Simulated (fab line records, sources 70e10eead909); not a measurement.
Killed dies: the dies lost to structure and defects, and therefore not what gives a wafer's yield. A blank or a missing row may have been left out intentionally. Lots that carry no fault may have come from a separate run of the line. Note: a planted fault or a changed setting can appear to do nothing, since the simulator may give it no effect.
Matching of chambers ; flow nand harc ; NHARC_A_STAIRCASE_DEP_325 on pecvd-01 has 3 sister chambers
The step deposits SiO2, target thk 7200 nm. 3 wafers are shown with their chamber, then 8 later ones without.

## WAFERS WITH THEIR CHAMBER
wafer;chamber;heater power w (W)
L087.4;1;644
L087.5;2;537
L089.1;0;775

## WAFERS MISSING THEIR CHAMBER
wafer;heater power w (W)
L089.2;597
L089.3;706
L092.1;931
L092.3;723
L092.6;635
L093.3;852
L093.5;772
L093.6;558

## WHICH CHAMBER EACH WENT THROUGH
wafer;from the rows above;in truth
L089.2;can't be placed: 1 or 2 or 0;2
L089.3;can't be placed: 1 or 0 or 2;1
L092.1;can't be placed: 0 or 1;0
L092.3;can't be placed: 0 or 1 or 2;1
L092.6;can't be placed: 1 or 2 or 0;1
L093.3;can't be placed: 0 or 1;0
L093.5;can't be placed: 0 or 1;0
L093.6;can't be placed: 2 or 1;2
0 of 8 placed correctly. Unplaceable from these rows: 8, with the true chamber sitting among the candidates in 8. Wrongly placed: 0.
How it was worked out, from the rows above alone: a wafer's distance from a chamber is the root of the sum, over the readings, of the square of ((its reading less the chamber's mean) divided by the reading's scatter). The wafer belongs to the nearest chamber; if the next one is less than 2 further off, it can't be placed. For every chamber, the mean is computed from those of its wafers that are shown. The scatter (one wafer shown for each chamber): square how far every hidden wafer sits from the nearest shown wafer, average those squares and take the square root.
